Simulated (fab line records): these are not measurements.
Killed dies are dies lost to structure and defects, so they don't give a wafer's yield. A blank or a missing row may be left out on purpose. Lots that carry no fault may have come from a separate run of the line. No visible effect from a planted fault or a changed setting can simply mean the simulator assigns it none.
Split-lot trial	flow n5-finfet	18 wafers read from 7 lots, route of 1938 steps

## ON THE SPLIT
At N5_BEOL_M2_SPUTTER_86 (material Cu, target thk 4.5 nm, time 8.29 s), the setting time-s was moved away from the recipe's 8.29 s on 5 of the 18 wafers read, by -11.6% to +13.0%. The other wafers ran this setting at the recipe's value.

The reading comes from the split's own step.

## THE READING
Cu_of_BEOL_M2_SPUTTER_86.thk-nm (the simulator's own value, which no gauge read), in nm, at N5_BEOL_M2_SPUTTER_86 (material Cu, target thk 4.5 nm, time 8.29 s). There is no usual value for it anywhere in the file. Across the 13 wafers here that went through the recipe, the average is 4.5 nm and the standard deviation 0.14 nm.

wafer	tool, chamber at the split	time-s as run, s	against the recipe	Cu_of_BEOL_M2_SPUTTER_86.thk-nm, nm	against lot-mates on the recipe
L075.1	pvd-sputter-03, -	8.29	recipe	4.6	-
L075.2	pvd-sputter-03, -	8.29	recipe	4.6	-
L075.3	pvd-sputter-03, -	8.29	recipe	4.6	-
L076.3	pvd-sputter-01, -	9.161	+10.5%	4.8	+0.4
L076.4	pvd-sputter-01, -	8.29	recipe	4.4	-
L076.6	pvd-sputter-01, -	8.29	recipe	4.4	-
L081.1	pvd-sputter-03, -	7.485	-9.7%	4	-0.4
L081.2	pvd-sputter-03, -	7.485	-9.7%	4	-0.4
L081.3	pvd-sputter-03, -	8.29	recipe	4.4	-
L083.1	pvd-sputter-01, -	8.29	recipe	4.6	-
L083.3	pvd-sputter-01, -	7.328	-11.6%	4	-0.6
L086.3	pvd-sputter-01, -	8.29	recipe	4.6	-
L086.6	pvd-sputter-01, -	8.29	recipe	4.6	-
L086.4	pvd-sputter-01, -	8.29	recipe	4.4	-
L089.1	pvd-sputter-01, -	9.367	+13.0%	5	+0.6
L089.3	pvd-sputter-01, -	8.29	recipe	4.4	-
L090.4	pvd-sputter-02, -	8.29	recipe	4.2	-
L090.5	pvd-sputter-02, -	8.29	recipe	4.2	-

THE FIT
A straight line over all 18 wafers: Cu_of_BEOL_M2_SPUTTER_86.thk-nm changes by +0.0411 nm for each +1% of time-s; r = +0.88; the points scatter about the line by 0.13 nm.
The same after taking each lot's own level away (the mean of its wafers on the recipe; 18 wafers): +0.0443 nm for each +1%; r = +0.98; scatter 0.05 nm.
That fit puts the effect of the largest move of time-s on the reading at 0.58 nm.
From 4.20 to 4.60 nm: that is the span of the lots' own levels, equal to 2.8 times the standard deviation above.
The two slopes are in agreement: the lot-to-lot level therefore moves the slope only a little.
Check: for one of the wafers moved furthest among these (+13.0%), held out of the fit, the line's prediction against its lot-mates is +0.557 nm. Against them it came out at +0.6 nm.

## THE OTHER SPLITS THESE WAFERS WENT THROUGH
These wafers also went through other splits before the reading. Each is held against what the fit with the lots' levels taken away leaves over:
other split on the same wafers	wafers away from the commonest value	r with Cu_of_BEOL_M2_SPUTTER_86.thk-nm (lot level and that fit taken away)
N5_BEOL_M0_CUTY_EXPOSE_54 dose-mj	4	+0.03
N5_BEOL_M0_ETCH_109 bias-w	8	+0.06
N5_BEOL_M1_CMP_52 down-force-psi	5	+0.09
N5_BEOL_M2_COAT_61 spin-rpm	7	-0.26
N5_BEOL_M2_COAT_62 spin-rpm	5	+0.27

## THE FILE'S OWN FIT
Cu_of_BEOL_M2_SPUTTER_86.thk-nm changes by +0.0443 nm for each +1% of time-s, r = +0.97.
